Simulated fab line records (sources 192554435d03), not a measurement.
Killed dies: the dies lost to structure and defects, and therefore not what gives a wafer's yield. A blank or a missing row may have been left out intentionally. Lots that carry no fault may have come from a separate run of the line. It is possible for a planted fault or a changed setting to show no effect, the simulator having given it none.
fab line records | flow n5_finfet
record: lots: 4 | wafers: 12 | last_day: 15
route steps=1938 shown SD_EPI_P@309 SD_ACTIVATION@330 ILD0@335 SDB@347 MOL_CONTACT_COAG@538 BEOL_M4@1111
lots that met no fault: taken from a fault-free run of the same line
start_h: hours from the record's first day to the start of the lot's first wafer shown | wait_h: hours from the lot's prior step to this one | " repeats the value in the row above | L1.1+2: a row that stands for several wafers | - no value, or no start given | * or withheld: withheld | < > ~ a bound
route shown NAME@n: NAME is a module with steps in the file, n the number in the route of the first one | usual: the fault-free wafers' mean and standard deviation | same: alike in all rows | chamber/n: place in a boat | sites: per-site readings | _std_site: their standard deviation | _edge_site: outer sites' mean less inner sites' | radius_mm: for every site, how far away it sits from the centre of the wafer | mask NAME#n: copy n | behind: the tool/chamber that last shaped the wafer | hold: why the lot went on hold/how many hours it stayed there/how the hold came to an end | device: whichever transistor did not switch (one of n, p or np) | end of line: the route-end tests of the same wafers | for a step that has no rows: nothing shown but its recipe | killed: dies lost to structure and defects at the first sort, not the wafer's yield | map: the dies of a wafer, with x for killed, . for not killed, _ for no die there
set.NAME: the setting that was run; set.NAME@STEP: the one run at that earlier step | model.NAME: the simulator's own value behind a step, which no gauge read
lots at selected steps of the route; one table per step, one row per wafer
services: when a tool's chamber went out of use (start_h, in hours from the record's first day, below 0 if earlier), for how many hours, and the reason
== steps ==
step: N5_SD_EPI_P_STRIP_38
recipe: chemistry: N2/H2 | temp_c: 40 | n2_flow_sccm: 200 | h2_flow_sccm: 200 | rf_frequency_hz: 6e+07
step: N5_SD_EPI_P_ETCHBACK_46
recipe: chemistry: CH3F/O2 | mode: anisotropic_etchback | target: SiNx | target_depth_a: 175 | stop_on: SiO2 | over_etch_frac: 0.3 | ion_energy_ev: 120 | pressure_mtorr: 30 | source_w: 395 | bias_w: 73 | Ar_flow_sccm: 150 | CH3F_flow_sccm: 30 | O2_flow_sccm: 20
step: N5_SD_EPI_P_ETCH_47
recipe: chemistry: CH3F/O2 | target: SiOCN | target_depth_a: 250 | mask_material: SOC | ion_energy_ev: 60 | bias_w: 29 | pressure_mtorr: 30 | source_w: 410 | Ar_flow_sccm: 150 | CH3F_flow_sccm: 30 | O2_flow_sccm: 20
step: N5_SD_EPI_P_ETCH_16
recipe: chemistry: CHF3/O2 | target: SiO2 | target_depth_a: 50 | mask_material: SOC | pressure_mtorr: 30 | source_w: 650 | bias_w: 170 | Ar_flow_sccm: 200 | CHF3_flow_sccm: 50 | O2_flow_sccm: 5 | ion_energy_ev: 200
step: N5_SD_EPI_P_STRIP_50
recipe: chemistry: CHF3/O2 | resist: SiARC | rf_frequency_hz: 6e+07
step: N5_SD_EPI_P_SD_RECESS_17
recipe: chemistry: HBr/Cl2/O2 | target_depth_a: 391 | bt_time_s: 3 | pressure_mtorr: 10 | icp_w: 800 | bias_w: 112 | HBr_flow_sccm: 150 | Cl2_flow_sccm: 80 | O2_flow_sccm: 12
step: N5_SD_EPI_P_WET_ETCH_45
recipe: chemistry: dHF | dilution: withheld | time_s: 10.7 | target: SiO2 | target_depth_a: 20 | temp_c: 25 | dry: ipa_marangoni | rinse_time_s: 30 | rinse_temp_c: 23
step: N5_SD_EPI_P_STRIP_40
recipe: chemistry: N2/H2 | power_w: 1000 | temp_c: 250 | h2_frac: 0.65 | overash_fraction: 0.3 | pressure_mtorr: withheld | n2_flow_sccm: 1750 | h2_flow_sccm: 3250
step: N5_SD_EPI_P_PRECLEAN_52
recipe: chemistry: O3/DIW | time_s: 60 | temp_c: 22 | o3_ppm: 10
step: N5_SD_EPI_P_SRD_20
recipe: dry: ipa_marangoni | do_ppb: 5 | time_s: 30 | temp_c: 23 | rinse_liquid: diw
step: N5_SD_EPI_P_PRECLEAN_51
recipe: chemistry: NF3:NH3 | afs_cycles: 1 | temp_c: 30 | time_s: 20 | sublimation_temp_c: 180 | sublimation_time_s: 60 | pressure_torr: 3 | rf_power_w: 30
step: N5_SD_EPI_P_VAPOR_ETCH_44
recipe: chemistry: NF3/Ar | target: SiGe30 | temp_c: 25 | time_s: 3.3 | mode: isotropic
step: N5_SD_EPI_P_EPI_21
recipe: material: SiGe:B | dopant: B | temp_c: 550 | pressure_torr: 20 | ambient: H2 | time_s: 355
usual: epi_growth_time_s: 355/0
lot.wafer | tool         | chamber | start_h | wait_h | epi_growth_time_s | model.SiGe-B_of_SD_EPI_P_EPI_21.thk_nm
L846.2    | epi_rpcvd-01 | 0       | 76.70   | 0.5    | 355               | 60.4
L846.4    | "            | 0       | "       | "      | 355               | 60
L846.5    | "            | 0       | "       | "      | 355               | 60.6
L853.2    | epi_rpcvd-02 | 0       | 110.02  | 0.5    | 355               | 59.8
L853.3    | "            | 0       | "       | "      | 355               | 60.8
L853.4    | "            | 0       | "       | "      | 355               | 59.8
L854.1    | epi_rpcvd-01 | 0       | 113.58  | 0.1    | 377.18            | 64.6
L854.4    | "            | 0       | 114.66  | 1.1    | 377.18            | 63.8
L854.6    | "            | 0       | "       | "      | 377.18            | 64.2
L856.2    | epi_rpcvd-01 | 0       | 130.85  | 0.5    | 377.18            | 64.6
L856.5    | "            | 0       | 131.93  | 1.5    | 377.18            | 65.4
L856.6    | "            | 0       | "       | "      | 377.18            | 65
step: N5_SD_EPI_P_HM_STRIP_48
recipe: chemistry: H3PO4 | temp_c: 160 | material: SiNx | target: SiNx | target_depth_a: 30 | overetch_fraction: 0.3
step: N5_SD_EPI_P_SRD_49
recipe: dry: ipa_marangoni | time_s: 30 | temp_c: 23 | rinse_liquid: diw
step: N5_SD_EPI_P_PRECLEAN_24
recipe: chemistry: O3/DIW | time_s: 45 | temp_c: 22 | o3_ppm: 10
step: N5_SD_EPI_P_PRECLEAN_32
recipe: chemistry: dHF | time_s: 10 | dilution: 500:1 | temp_c: 25
step: N5_SD_EPI_P_PRECLEAN_33
recipe: chemistry: SC2 | time_s: 45 | temp_c: 35 | mix: 1:1:50
step: N5_SD_EPI_P_SRD_25
recipe: time_s: 30 | temp_c: 23 | rinse_liquid: diw | dry: ipa_marangoni
step: N5_SD_ACTIVATION_RTA_00
recipe: temp_c: 975 | time_s: 0 | ambient: N2 | idle_temp_c: 600 | ramp_up_c_per_s: 150 | ramp_down_c_per_s: 60 | cool_to_c: 600
step: N5_SD_ACTIVATION_LSA_01
recipe: temp_c: 1080 | time_s: 0.0008 | ambient: N2
step: N5_SD_ACTIVATION_RS_MEAS_03
recipe: thk_meas_gauge: four-point-probe
usual: RS_SD_N: 21.80/0.28 | RS_SD_P: 55.9/0.94
lot.wafer | tool          | chamber | start_h | wait_h | RS_SD_N[ohm/sq] | RS_SD_P[ohm/sq]
L846.2    | film_metro-01 | -       | 79.21   | 0.2    | 22.21           | 56.1
L846.4    | "             | -       | "       | "      | 22.04           | 56.5
L846.5    | "             | -       | "       | "      | 21.92           | 55.8
L853.2    | film_metro-02 | -       | 112.71  | 0.2    | 21.92           | 56.7
L853.3    | "             | -       | "       | "      | 22.31           | 55.1
L853.4    | "             | -       | "       | "      | 22.27           | 56.6
L854.1    | film_metro-01 | -       | 116.68  | 0.2    | 20.94           | 52.5
L854.4    | "             | -       | "       | "      | 21.33           | 53.5
L854.6    | "             | -       | "       | "      | 21.60           | 52.4
L856.2    | film_metro-01 | -       | 137.22  | 0.2    | 21.74           | 52.7
L856.5    | "             | -       | "       | "      | 21.82           | 52.6
L856.6    | "             | -       | "       | "      | 21.47           | 51.9
step: N5_ILD0_LINER_00
recipe: material: SiNx | target_thk_a: 40 | temp_c: 400 | ald_precursor_family: SiH2I2 | ald_co_reactant: N2/H2-plasma | pulse_time_s: 1 | purge_time_s: 2 | co_reactant_purge_time_s: 2 | ald_cycles: 80 | pressure_torr: 2
step: N5_ILD0_FCVD_FILL_01
recipe: material: SiO2_flowable | target_thk_a: 2000 | temp_c: 100 | pressure_torr: 0.8 | rf_w: 2000 | time_s: 328.3
step: N5_ILD0_CURE_02
recipe: temp_c: 450 | time_s: 1800 | ambient: steam | idle_temp_c: 400 | ramp_up_c_per_min: 5 | ramp_down_c_per_min: 3 | densification_p_h2o_torr: 640
step: N5_ILD0_CMP_03
recipe: stop_on: SiNx | t_overpolish_s: 1.9 | post_cmp_clean: alkaline_brush | down_force_psi: 4.1491 | platen_rpm: 51.796 | pad_velocity_m_s: 1.0306 | target_thk_nm: 197.38
step: N5_ILD0_CMP_07
recipe: stop_on: poly-Si | material: SiO2_flowable | t_overpolish_s: 1.18 | post_cmp_clean: alkaline_brush | down_force_psi: 4.1491 | platen_rpm: 51.796 | pad_velocity_m_s: 1.0306 | target_thk_nm: 138.88
step: N5_ILD0_PRECLEAN_10
recipe: chemistry: NF3:NH3 | afs_cycles: 5 | time_s: 20 | temp_c: 30 | sublimation_temp_c: 180 | sublimation_time_s: 60 | pressure_torr: 3 | rf_power_w: 30
step: N5_ILD0_ALD_15
recipe: material: SiNx | target_thk_a: 240 | temp_c: 400 | ald_precursor_family: SiH2I2 | ald_co_reactant: N2/H2-plasma | pulse_time_s: 1 | ald_cycles: 480 | purge_time_s: 2 | co_reactant_purge_time_s: 2 | pressure_torr: 2
step: N5_ILD0_CMP_12
recipe: stop_on: poly-Si | material: SiNx | t_overpolish_s: 6 | post_cmp_clean: alkaline_brush | down_force_psi: 2.5 | platen_rpm: 51.8 | pad_velocity_m_s: 1.0307 | target_thk_nm: 17.67
step: N5_SDB_HM_DEP_00
recipe: material: SiNx | target_thk_a: 400 | temp_c: 400 | precursor: SiH4/NH3/N2 | pressure_torr: 1.5 | rf_w: 300 | time_s: 35.3
step: N5_SDB_COAT_03
recipe: resist: SOC | temp_c: 250 | time_s: 60 | spin_rpm: 1500 | resist_thk_nm: 100
step: N5_SDB_COAT_04
recipe: resist: SiARC | temp_c: 220 | time_s: 60 | spin_rpm: 1500 | resist_thk_nm: 18
step: N5_SDB_COAT_05
recipe: resist: CAR-ArF | spin_rpm: 1500 | resist_thk_nm: 90
step: N5_MOL_CONTACT_COAG_ETCH_110
recipe: chemistry: CF4/O2 | target: Si | target_depth_a: 25 | time_s: 8 | pressure_mtorr: 100 | source_w: 200 | bias_w: 12 | ion_energy_ev: 60 | Ar_flow_sccm: 100 | cf4_flow_sccm: 100 | O2_flow_sccm: 10
usual: drypump_motor_current_A: 5.6/0.51 | oes_ar_750_au: 0.80/0.084 | oes_o_777_au: 0.81/0.085 | oes_product_au: 0.80/0.088 | rf_vpp_V: 127.2/2.7 | showerhead_plenum_p_Torr: 2.26/0.069 | throttle_valve_pct: 10.71/0.22
lot.wafer | tool        | chamber | start_h | wait_h | drypump_motor_current_A | oes_ar_750_au | oes_o_777_au | oes_product_au | rf_hours_counter_h | rf_vpp_V | showerhead_plenum_p_Torr | throttle_valve_pct | model.SiGe-B_of_SD_EPI_P_EPI_21.thk_nm
L846.2    | rie_diel-01 | 3       | 109.02  | 0.0    | 6.5                     | 0.72          | 0.72         | 0.72           | 231                | 128.4    | 2.28                     | 10.99              | 57.4
L846.4    | "           | 2       | "       | "      | 5.2                     | 0.90          | 0.88         | 0.91           | -                  | 128.1    | 2.36                     | 10.39              | 57
L846.5    | "           | 3       | "       | "      | 6.6                     | 0.71          | 0.73         | 0.72           | -                  | 129.1    | 2.28                     | 11.00              | 57.6
L853.2    | rie_diel-03 | 2       | 141.78  | 0.0    | 5.0                     | 0.85          | 0.86         | 0.84           | 61                 | 123.5    | 2.27                     | 10.82              | 56.8
L853.3    | "           | 1       | "       | "      | 5.5                     | 0.74          | 0.75         | 0.74           | 170                | 128.2    | 2.30                     | 10.83              | 57.8
L853.4    | "           | 3       | "       | "      | 6.0                     | 0.84          | 0.87         | 0.83           | -                  | 125.2    | 2.15                     | 10.69              | 57
L854.1    | rie_diel-06 | 1       | 148.34  | 0.0    | 6.6                     | 0.73          | 0.74         | 0.72           | 192                | 131.5    | 2.29                     | 10.85              | 61.4
L854.4    | "           | 2       | "       | "      | 6.3                     | 0.71          | 0.70         | 0.69           | -                  | 124.6    | 2.19                     | 10.95              | 60.8
L854.6    | "           | 1       | "       | "      | 6.6                     | 0.73          | 0.74         | 0.73           | -                  | 133.3    | 2.29                     | 10.84              | 61.2
L856.2    | rie_diel-03 | 1       | 166.51  | 0.0    | 5.5                     | 0.74          | 0.75         | 0.74           | 177                | 126.1    | 2.30                     | 10.84              | 61.4
L856.5    | "           | 1       | "       | "      | 5.5                     | 0.72          | 0.75         | 0.74           | -                  | 126.9    | 2.30                     | 10.85              | 62.2
L856.6    | "           | 0       | "       | "      | 5.2                     | 0.88          | 0.86         | 0.91           | -                  | 130.6    | 2.25                     | 10.34              | 61.8
step: N5_BEOL_M4_RC_MEAS_101
usual: DIBL_N: 35.7/1.5 | DIBL_P: 35.7/2 | IOFF_N: 0.155/0.026 | IOFF_P: 0.20/0.031 | ION_N: 675/11 | ION_P: 462/7.1 | RS_SD_P: 65.7/1 | SS_N: 71.3/0.57 | SS_P: 73.1/0.56 | VT_N: 250/3 | VT_P: -251/3
lot.wafer | tool      | chamber | start_h | wait_h | DIBL_N[mV/V] | DIBL_P[mV/V] | IOFF_N[nA/um] | IOFF_P[nA/um] | ION_N[uA/um] | ION_P[uA/um] | RS_SD_P[ohm/sq] | SS_N[mV/dec] | SS_P[mV/dec] | VT_N[mV] | VT_P[mV]
L846.2    | prober-02 | 0       | 194.28  | 0.2    | 37.2         | 37.7         | 0.195         | 0.27          | 681          | 474          | 65.7            | 72.1         | 72.8         | 244      | -245
L846.4    | "         | 0       | "       | "      | 34.4         | 34.7         | 0.139         | 0.21          | 663          | 460          | 66.4            | 71.3         | 73.1         | 253      | -249
L846.5    | "         | 0       | "       | "      | 34.9         | 34.9         | 0.153         | 0.22          | 680          | 469          | 66.4            | 71.1         | 72.8         | 249      | -247
L853.2    | prober-01 | 0       | 224.79  | 0.2    | 35.0         | 34.1         | 0.126         | 0.16          | 673          | 459          | 66.3            | 70.8         | 72.6         | 252      | -257
L853.3    | "         | 0       | "       | "      | 36.4         | 34.8         | 0.162         | 0.18          | 666          | 448          | 66.2            | 71.4         | 73.7         | 251      | -254
L853.4    | "         | 0       | "       | "      | 36.8         | 35.1         | 0.168         | 0.18          | 688          | 460          | 67.3            | 71.4         | 72.8         | 249      | -255
L854.1    | prober-01 | 0       | 232.30  | 0.0    | 36.0         | 35.8         | 0.142         | 0.18          | 674          | 462          | 61.4            | 71.3         | 73.3         | 252      | -255
L854.4    | "         | 0       | "       | "      | 36.2         | 37.0         | 0.152         | 0.19          | 675          | 463          | 61.6            | 71.4         | 74.2         | 251      | -253
L854.6    | "         | 0       | "       | "      | 34.4         | 34.1         | 0.125         | 0.16          | 670          | 465          | 62.2            | 70.6         | 72.5         | 252      | -254
L856.2    | prober-01 | 0       | 253.04  | 0.2    | 34.4         | 34.6         | 0.141         | 0.20          | 663          | 460          | 62.6            | 71.4         | 72.4         | 251      | -248
L856.5    | "         | 0       | "       | "      | 36.3         | 37.5         | 0.201         | 0.27          | 705          | 485          | 61.6            | 71.1         | 73.9         | 244      | -246
L856.6    | "         | 0       | "       | "      | 35.1         | 35.7         | 0.160         | 0.22          | 674          | 463          | 62.2            | 71.1         | 72.9         | 247      | -247
== services ==
tool        | chamber | start_h | hours | kind
rie_diel-03 | 0       | 59.05   | -     | clean
rie_diel-03 | 0       | 59.05   | -     | consumable_replace:focus_ring
rie_diel-03 | 0       | 59.05   | 20.3  | scheduled_down
rie_diel-03 | 0       | 59.05   | 20.3  | vent_cycle
rie_diel-01 | 1       | 66.24   | 16.2  | repair
rie_diel-06 | 0       | 95.43   | 9.2   | repair
rie_diel-01 | 0       | 107.19  | 29.5  | repair
rie_diel-06 | 3       | 136.50  | -     | clean
rie_diel-06 | 3       | 136.50  | -     | consumable_replace:focus_ring
rie_diel-06 | 3       | 136.50  | -     | consumable_replace:showerhead
rie_diel-06 | 3       | 136.50  | 34.7  | scheduled_down
rie_diel-06 | 3       | 136.50  | 34.7  | vent_cycle
== key ==
first_sign: step: N5_SD_EPI_P_EPI_21 | reading: epi_growth_time_s | direction: up | sigmas: 99+ | usual: * | struck: *
effect: step: N5_SD_ACTIVATION_RS_MEAS_03 | reading: RS_SD_P | direction: down | sigmas: 3.5 | usual: 55.9 | struck: 52.6
effect: step: N5_BEOL_M4_RC_MEAS_101 | reading: RS_SD_P | direction: down | sigmas: 3.6 | usual: 65.7 | struck: 62.0
model_effect: step: N5_SD_EPI_P_EPI_21 | value: SiGe-B_of_SD_EPI_P_EPI_21.thk_nm | without: 62.07 | struck: 64.6
model_effect: step: N5_MOL_CONTACT_COAG_ETCH_110 | value: SiGe-B_of_SD_EPI_P_EPI_21.thk_nm | without: 59.07 | struck: 61.47
met_at N5_SD_EPI_P_EPI_21
struck_wafers L854.1,L854.4,L854.6,L856.2,L856.5,L856.6
onset_between 76.70 113.58
fault: kind: process_parameter_drift | tool: epi_rpcvd-01 | chamber: - | onset_h: 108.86 | steps: N5_SD_EPI_P_EPI_21 | channel: epi_growth_time_s | offset: * | shape: step | end_h: 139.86 | acts_in: * | stated: *
